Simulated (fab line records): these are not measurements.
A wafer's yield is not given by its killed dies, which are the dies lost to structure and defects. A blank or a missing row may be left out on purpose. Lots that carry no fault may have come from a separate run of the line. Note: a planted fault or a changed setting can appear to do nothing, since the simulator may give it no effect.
fab line records | flow n5_finfet | part 2 of 2: steps 5 to 6 of 6
[record] lots = 24 | wafers = 72 | last_day = 17
route steps=1938 shown BEOL_M7@1320 BEOL_M8@1349
lots with no fault: from the same line, run without faults
start_h: start of the lot's first displayed wafer, in hours after the record's first day | wait_h: how many hours have passed since the lot's step before this one | " repeats the value in the row above | L1.1+2: several wafers, shown together as one row | - no value, or no start was given | * or withheld: withheld | < > ~ a bound
route shown NAME@n: names a module that has steps shown in the file, with the first one's number in the route | usual: mean/standard deviation taken from wafers without a fault | same: alike in all rows | chamber/n: place in a boat | sites: each site's reading | _std_site: standard deviation of those values | _edge_site: inner sites' mean taken away from outer sites' mean | radius_mm: how far each site lies from the wafer's centre | mask NAME#n: copy n | behind: the tool/chamber that last shaped the wafer | hold: reason for holding the lot/hours on hold/outcome of the hold | device: transistor that didn't switch, given as n, p or np | end of line: tests run on the same wafers once the route is complete | for a step that has no rows: nothing shown but its recipe | killed: at the first sort, the dies lost to defects and structure; wafer yield is something else | map: per-die view of a wafer (x killed, . not killed, _ where there is no die)
set.NAME: the setting the step ran with; set.NAME@STEP: the setting that earlier step ran with | model.NAME: the simulator's own value behind a step, which no gauge read
the route's steps for a sample of lots (tables are steps, rows are wafers)
services: when a tool's chamber went out of use (start_h, in hours from the record's first day, below 0 if earlier), for how many hours, and the reason
[[steps]]
[step N5_BEOL_M8_STRIP_80]
[recipe] chemistry = N2/H2 | time_s = 10 | power_w = 450 | temp_c = 40 | pressure_mtorr = 20 | rf_frequency_hz = 6e+07 | bias_power_w = 7 | n2_flow_sccm = 200 | h2_flow_sccm = 200
[usual] bias_power_w = 7.002/0.02 | drypump_motor_current_A = 6.0/0.54 | oes_product_au = 0.79/0.084 | rf_vpp_V = 59.2/0.83 | showerhead_plenum_p_Torr = 2.55/0.076 | throttle_valve_pct = 23.6/0.39
lot.wafer | tool        | chamber | start_h | wait_h | bias_power_w | drypump_motor_current_A | oes_product_au | rf_hours_counter_h | rf_vpp_V | showerhead_plenum_p_Torr | throttle_valve_pct
L074.3    | rie_diel-05 | 3       | -       | -      | 7.025        | 5.6                     | 0.77           | 133                | 59.6     | 2.65                     | 23.5
L074.4    | "           | 2       | "       | "      | 7.017        | 6.6                     | 0.77           | -                  | 59.5     | 2.54                     | 23.4
L074.5    | "           | 0       | "       | "      | 7.014        | 5.6                     | 0.82           | -                  | 58.4     | 2.45                     | 23.1
L075.2    | rie_diel-04 | 1       | -       | -      | 7.004        | 5.7                     | 0.76           | 145                | 58.3     | 2.54                     | 24.0
L075.3    | "           | 3       | "       | "      | 6.990        | 5.7                     | 0.72           | 206                | 58.8     | 2.62                     | 23.3
L075.5    | "           | 3       | "       | "      | 6.972        | 5.6                     | 0.71           | -                  | 59.6     | 2.62                     | 23.3
L076.2    | rie_diel-04 | 1       | -       | -      | 7.041        | 5.7                     | 0.77           | 146                | 58.4     | 2.54                     | 24.0
L076.4    | "           | 1       | "       | "      | 6.985        | 5.7                     | 0.77           | -                  | 57.8     | 2.54                     | 24.0
L076.6    | "           | 0       | "       | "      | 7.004        | 6.6                     | 0.69           | -                  | 58.9     | 2.39                     | 23.4
L077.2    | rie_diel-01 | 1       | -       | -      | 7.017        | 6.6                     | 0.85           | 67                 | 59.1     | 2.57                     | 24.2
L077.4    | "           | 3       | "       | "      | 6.999        | 5.1                     | 0.71           | 228                | 60.2     | 2.40                     | 23.4
L077.5    | "           | 2       | "       | "      | 7.030        | 6.6                     | 0.70           | -                  | 59.2     | 2.51                     | 23.5
L078.3    | rie_diel-01 | 0       | -       | -      | 7.024        | 5.5                     | 0.87           | 62                 | 60.0     | 2.57                     | 23.9
L078.4    | "           | 2       | "       | "      | 7.001        | 6.6                     | 0.69           | 209                | 58.1     | 2.51                     | 23.6
L078.5    | "           | 1       | "       | "      | 7.004        | 6.6                     | 0.85           | -                  | 57.7     | 2.57                     | 24.2
L079.1    | rie_diel-05 | 3       | -       | -      | 6.993        | 5.6                     | 0.76           | 149                | 59.8     | 2.65                     | 23.5
L079.2    | "           | 2       | "       | "      | 6.983        | 6.6                     | 0.74           | 170                | 59.7     | 2.53                     | 23.4
L079.6    | "           | 1       | "       | "      | 7.000        | 6.2                     | 0.94           | -                  | 58.5     | 2.60                     | 23.2
L080.1    | rie_diel-05 | 3       | -       | -      | 7.030        | 5.5                     | 0.75           | 152                | 59.1     | 2.64                     | 23.5
L080.2    | "           | 0       | "       | "      | 7.018        | 5.6                     | 0.80           | 108                | 58.6     | 2.44                     | 23.1
L080.5    | "           | 3       | "       | "      | 7.002        | 5.5                     | 0.76           | -                  | 59.8     | 2.64                     | 23.5
L082.1    | rie_diel-04 | 2       | -       | -      | 7.002        | 5.8                     | 0.90           | 17                 | 60.6     | 2.60                     | 23.2
L082.3    | "           | 1       | "       | "      | 6.993        | 5.7                     | 0.76           | 154                | 57.8     | 2.54                     | 24.0
L082.6    | "           | 2       | "       | "      | 7.022        | 5.8                     | 0.90           | -                  | 58.3     | 2.60                     | 23.2
L081.2    | rie_diel-05 | 0       | -       | -      | 7.016        | 5.6                     | 0.79           | 111                | 60.4     | 2.44                     | 23.2
L081.3    | "           | 3       | "       | "      | 6.983        | 5.5                     | 0.75           | 155                | 60.3     | 2.64                     | 23.5
L081.4    | "           | 1       | "       | "      | 7.009        | 6.3                     | 0.92           | 23                 | 60.5     | 2.59                     | 23.2
L083.2    | rie_diel-01 | 1       | -       | -      | 7.016        | 6.6                     | 0.84           | 81                 | 58.6     | 2.57                     | 24.2
L083.3    | "           | 0       | "       | "      | 7.003        | 5.5                     | 0.86           | 74                 | 59.6     | 2.57                     | 23.9
L083.6    | "           | 1       | "       | "      | 6.993        | 6.6                     | 0.84           | -                  | 57.7     | 2.57                     | 24.3
L085.1    | rie_diel-01 | 1       | -       | -      | 6.989        | 6.6                     | 0.82           | 88                 | 59.5     | 2.56                     | 24.3
L085.4    | "           | 3       | "       | "      | 6.975        | 5.1                     | 0.70           | 243                | 59.9     | 2.39                     | 23.5
L085.5    | "           | 2       | "       | "      | 7.009        | 6.6                     | 0.68           | -                  | 58.6     | 2.50                     | 23.5
L084.2    | rie_diel-01 | 3       | -       | -      | 7.002        | 5.1                     | 0.70           | 243                | 58.7     | 2.39                     | 23.5
L084.3    | "           | 1       | "       | "      | 7.043        | 6.6                     | 0.83           | 88                 | 58.1     | 2.56                     | 24.3
L084.6    | "           | 1       | "       | "      | 7.017        | 6.6                     | 0.82           | -                  | 59.4     | 2.56                     | 24.3
L087.3    | rie_diel-05 | 0       | -       | -      | 7.038        | 5.6                     | 0.79           | 121                | 57.6     | 2.44                     | 23.2
L087.4    | "           | 3       | "       | "      | 7.015        | 5.6                     | 0.75           | 165                | 59.8     | 2.64                     | 23.5
L087.6    | "           | 3       | "       | "      | 7.015        | 5.6                     | 0.75           | -                  | 59.3     | 2.64                     | 23.5
L086.4    | rie_diel-01 | 0       | -       | -      | 6.978        | 5.5                     | 0.84           | -                  | 58.5     | 2.56                     | 23.9
L086.5    | "           | 2       | "       | "      | 7.002        | 6.6                     | 0.69           | -                  | 58.8     | 2.50                     | 23.6
L086.6    | "           | 1       | "       | "      | 6.984        | 6.6                     | 0.82           | -                  | 60.7     | 2.56                     | 24.3
L089.1    | rie_diel-01 | 0       | -       | -      | 7.002        | 5.5                     | 0.83           | 89                 | 59.3     | 2.56                     | 24.0
L089.2    | "           | 1       | "       | "      | 6.983        | 6.6                     | 0.81           | 96                 | 59.1     | 2.56                     | 24.3
L089.4    | "           | 1       | "       | "      | 7.017        | 6.6                     | 0.81           | -                  | 59.4     | 2.56                     | 24.3
L090.2    | rie_diel-04 | 0       | -       | -      | 7.019        | 6.6                     | 0.95           | 13                 | 59.3     | 2.71                     | 23.1
L090.3    | "           | 2       | "       | "      | 6.992        | 5.7                     | 0.86           | 36                 | 59.6     | 2.59                     | 23.2
L090.5    | "           | 2       | "       | "      | 7.000        | 5.8                     | 0.86           | -                  | 59.2     | 2.59                     | 23.2
L088.1    | rie_diel-01 | 1       | -       | -      | 6.989        | 6.6                     | 0.82           | 96                 | 58.1     | 2.56                     | 24.3
L088.4    | "           | 1       | "       | "      | 6.989        | 6.6                     | 0.82           | -                  | 60.0     | 2.56                     | 24.3
L088.6    | "           | 2       | "       | "      | 7.037        | 6.6                     | 0.68           | -                  | 57.3     | 2.50                     | 23.6
L091.1    | rie_diel-01 | 1       | -       | -      | 7.006        | 6.6                     | 0.82           | 101                | 60.2     | 2.56                     | 24.3
L091.3    | "           | 3       | "       | "      | 7.019        | 5.1                     | 1.00           | 1                  | 59.6     | 2.71                     | 23.1
L091.6    | "           | 3       | "       | "      | 7.027        | 5.1                     | 1.00           | -                  | 58.1     | 2.71                     | 23.1
L092.3    | rie_diel-01 | 3       | -       | -      | 7.007        | 5.2                     | 0.97           | 3                  | 60.5     | 2.71                     | 23.1
L092.5    | "           | 2       | "       | "      | 6.997        | 6.6                     | 0.67           | -                  | 57.9     | 2.49                     | 23.6
L092.6    | "           | 1       | "       | "      | 7.031        | 6.6                     | 0.81           | -                  | 59.9     | 2.55                     | 24.3
L094.1    | rie_diel-01 | 3       | -       | -      | 6.978        | 5.1                     | 0.97           | 4                  | 58.0     | 2.71                     | 23.1
L094.5    | "           | 1       | "       | "      | 6.985        | 6.6                     | 0.82           | -                  | 58.8     | 2.55                     | 24.3
L094.6    | "           | 2       | "       | "      | 6.996        | 6.6                     | 0.68           | -                  | 60.1     | 2.49                     | 23.6
L093.2    | rie_diel-04 | 0       | -       | -      | 6.982        | 6.6                     | 0.93           | 24                 | 60.3     | 2.70                     | 23.1
L093.4    | "           | 3       | "       | "      | 6.987        | 5.7                     | 0.68           | 249                | 59.9     | 2.60                     | 23.3
L093.6    | "           | 2       | "       | "      | 7.019        | 5.8                     | 0.85           | -                  | 59.2     | 2.58                     | 23.2
L095.2    | rie_diel-05 | 0       | -       | -      | 6.982        | 5.6                     | 0.77           | 134                | 58.0     | 2.43                     | 23.2
L095.4    | "           | 3       | "       | "      | 7.005        | 5.6                     | 0.74           | 179                | 60.3     | 2.63                     | 23.5
L095.6    | "           | 1       | "       | "      | 7.001        | 6.2                     | 0.88           | -                  | 58.9     | 2.58                     | 23.2
L096.1    | rie_diel-04 | 1       | -       | -      | 7.007        | 5.7                     | 0.73           | 188                | 58.6     | 2.52                     | 24.0
L096.2    | "           | 0       | "       | "      | 6.981        | 6.6                     | 0.92           | 27                 | 58.8     | 2.70                     | 23.1
L096.6    | "           | 2       | "       | "      | 7.002        | 5.7                     | 0.84           | -                  | 60.1     | 2.58                     | 23.3
L097.2    | rie_diel-04 | 1       | -       | -      | 7.065        | 5.7                     | 0.72           | 196                | 59.5     | 2.52                     | 24.1
L097.3    | "           | 2       | "       | "      | 7.025        | 5.8                     | 0.82           | 59                 | 58.7     | 2.58                     | 23.3
L097.5    | "           | 0       | "       | "      | 7.018        | 6.6                     | 0.91           | -                  | 60.4     | 2.70                     | 23.1
[step N5_BEOL_M8_DEP_56]
[recipe] material = SiCN | target_thk_a = 100 | temp_c = withheld | precursor = 3MS/NH3 | pressure_torr = 3 | rf_w = 202 | time_s = 17.5
[usual] showerhead_plenum_p_Torr = 3.668/0.01 | throttle_valve_pct = 9.1/0.37
lot.wafer | tool     | chamber | start_h | wait_h | showerhead_plenum_p_Torr | throttle_valve_pct
L074.3    | pecvd-02 | 1       | 195.04  | 0.0    | 3.666                    | 9.4
L074.4    | "        | 1       | "       | "      | 3.667                    | 9.4
L074.5    | "        | 0       | "       | "      | 3.681                    | 10.1
L075.2    | pecvd-02 | 2       | 213.87  | 0.0    | 3.677                    | 8.6
L075.3    | "        | 1       | "       | "      | 3.654                    | 9.5
L075.5    | "        | 0       | "       | "      | 3.670                    | 9.9
L076.2    | pecvd-04 | 1       | 215.13  | 0.0    | 3.681                    | 9.0
L076.4    | "        | 1       | "       | "      | 3.676                    | 9.0
L076.6    | "        | 0       | "       | "      | 3.683                    | 9.5
L077.2    | pecvd-04 | 1       | 217.65  | 0.0    | 3.679                    | 9.5
L077.4    | "        | 0       | "       | "      | 3.680                    | 9.4
L077.5    | "        | 0       | "       | "      | 3.693                    | 9.6
L078.3    | pecvd-03 | 0       | 218.76  | 0.0    | 3.678                    | 8.7
L078.4    | "        | 2       | "       | "      | 3.654                    | 8.7
L078.5    | "        | 1       | "       | "      | 3.664                    | 9.0
L079.1    | pecvd-03 | 1       | 230.02  | 0.0    | 3.667                    | 9.0
L079.2    | "        | 2       | "       | "      | 3.663                    | 8.7
L079.6    | "        | 1       | "       | "      | 3.670                    | 9.0
L080.1    | pecvd-03 | 1       | 239.42  | 0.0    | 3.672                    | 9.4
L080.2    | "        | 2       | "       | "      | 3.650                    | 8.4
L080.5    | "        | 2       | "       | "      | 3.656                    | 8.8
L082.1    | pecvd-02 | 1       | 239.76  | 0.0    | 3.660                    | 9.3
L082.3    | "        | 0       | "       | "      | 3.678                    | 10.1
L082.6    | "        | 0       | "       | "      | 3.670                    | 10.2
L081.2    | pecvd-03 | 1       | 248.32  | 0.0    | 3.670                    | 8.9
L081.3    | "        | 0       | "       | "      | 3.670                    | 8.9
L081.4    | "        | 0       | "       | "      | 3.675                    | 8.9
L083.2    | pecvd-04 | 0       | 248.50  | 0.0    | 3.675                    | 9.7
L083.3    | "        | 2       | "       | "      | 3.660                    | 8.9
L083.6    | "        | 0       | "       | "      | 3.694                    | 9.5
L085.1    | pecvd-02 | 0       | 265.54  | 0.0    | 3.686                    | 10.0
L085.4    | "        | 0       | "       | "      | 3.679                    | 10.2
L085.5    | "        | 1       | "       | "      | 3.661                    | 9.5
L084.2    | pecvd-03 | 0       | 266.54  | 0.0    | 3.669                    | 9.1
L084.3    | "        | 1       | "       | "      | 3.657                    | 9.2
L084.6    | "        | 0       | "       | "      | 3.672                    | 8.8
L087.3    | pecvd-04 | 0       | 281.52  | 0.0    | 3.684                    | 9.3
L087.4    | "        | 2       | "       | "      | 3.644                    | 9.1
L087.6    | "        | 0       | "       | "      | 3.688                    | 9.4
L086.4    | pecvd-03 | 2       | 284.66  | 0.0    | 3.663                    | 8.9
L086.5    | "        | 1       | "       | "      | 3.663                    | 9.0
L086.6    | "        | 0       | "       | "      | 3.673                    | 8.9
L089.1    | pecvd-03 | 1       | 287.57  | 0.0    | 3.672                    | 9.2
L089.2    | "        | 0       | "       | "      | 3.666                    | 8.6
L089.4    | "        | 0       | "       | "      | 3.651                    | 8.8
L090.2    | pecvd-03 | 2       | 289.87  | 0.0    | 3.656                    | 8.6
L090.3    | "        | 0       | "       | "      | 3.664                    | 8.8
L090.5    | "        | 2       | "       | "      | 3.659                    | 8.5
L088.1    | pecvd-03 | 0       | 290.21  | 0.0    | 3.658                    | 8.9
L088.4    | "        | 0       | "       | "      | 3.669                    | 8.9
L088.6    | "        | 1       | "       | "      | 3.659                    | 9.0
L091.1    | pecvd-03 | 0       | 302.12  | 0.0    | 3.660                    | 8.7
L091.3    | "        | 2       | "       | "      | 3.662                    | 8.7
L091.6    | "        | 2       | "       | "      | 3.669                    | 8.7
L092.3    | pecvd-04 | 2       | 311.20  | 0.0    | 3.651                    | 8.8
L092.5    | "        | 1       | "       | "      | 3.667                    | 8.9
L092.6    | "        | 2       | "       | "      | 3.657                    | 9.1
L094.1    | pecvd-04 | 2       | 314.79  | 0.0    | 3.655                    | 9.1
L094.5    | "        | 1       | "       | "      | 3.674                    | 9.1
L094.6    | "        | 0       | "       | "      | 3.681                    | 9.5
L093.2    | pecvd-04 | 1       | 317.76  | 0.0    | 3.668                    | 9.2
L093.4    | "        | 1       | "       | "      | 3.665                    | 9.4
L093.6    | "        | 0       | "       | "      | 3.684                    | 9.7
L095.2    | pecvd-03 | 1       | 322.59  | 0.0    | 3.663                    | 9.1
L095.4    | "        | 0       | "       | "      | 3.663                    | 8.7
L095.6    | "        | 1       | "       | "      | 3.671                    | 9.1
L096.1    | pecvd-04 | 0       | 329.47  | 0.0    | 3.681                    | 9.4
L096.2    | "        | 2       | "       | "      | 3.645                    | 9.0
L096.6    | "        | 2       | "       | "      | 3.664                    | 8.9
L097.2    | pecvd-04 | 0       | 347.14  | 0.0    | 3.689                    | 9.7
L097.3    | "        | 2       | "       | "      | 3.652                    | 8.9
L097.5    | "        | 1       | "       | "      | 3.676                    | 9.3
[[services]]
tool         | chamber | start_h | hours | kind
ald_metal-01 | -       | 173.87  | 2.8   | pm
rie_diel-01  | -       | 182.64  | 29.3  | repair
pecvd-03     | 2       | 190.05  | 6.5   | repair
ald_metal-01 | 2       | 195.64  | 10.1  | repair
rie_diel-04  | 2       | 210.03  | 5.3   | repair
rie_diel-04  | 1       | 217.31  | 5.0   | repair
rie_diel-01  | 3       | 221.31  | 4.5   | repair
pecvd-03     | 0       | 231.60  | 8.4   | repair
rie_diel-01  | 2       | 240.16  | 6.1   | repair
pecvd-02     | -       | 256.77  | 4.3   | pm
rie_diel-04  | 1       | 265.61  | 2.8   | repair
rie_diel-04  | 1       | 270.86  | 4.3   | repair
pecvd-02     | 0       | 272.77  | 6.2   | repair
rie_diel-01  | 3       | 279.36  | -     | clean
rie_diel-01  | 3       | 279.36  | -     | consumable_replace:focus_ring
rie_diel-01  | 3       | 279.36  | -     | consumable_replace:showerhead
rie_diel-04  | 3       | 283.85  | 4.2   | repair
rie_diel-01  | 1       | 284.52  | 2.1   | repair
rie_diel-04  | 2       | 298.45  | 3.9   | repair
rie_diel-01  | 3       | 303.05  | 3.8   | repair
ald_metal-04 | 1       | 304.32  | 27.4  | repair
pecvd-03     | -       | 329.01  | 2.8   | pm
ald_metal-04 | -       | 329.63  | 3.1   | repair
ald_metal-01 | -       | 337.25  | 14.0  | pm
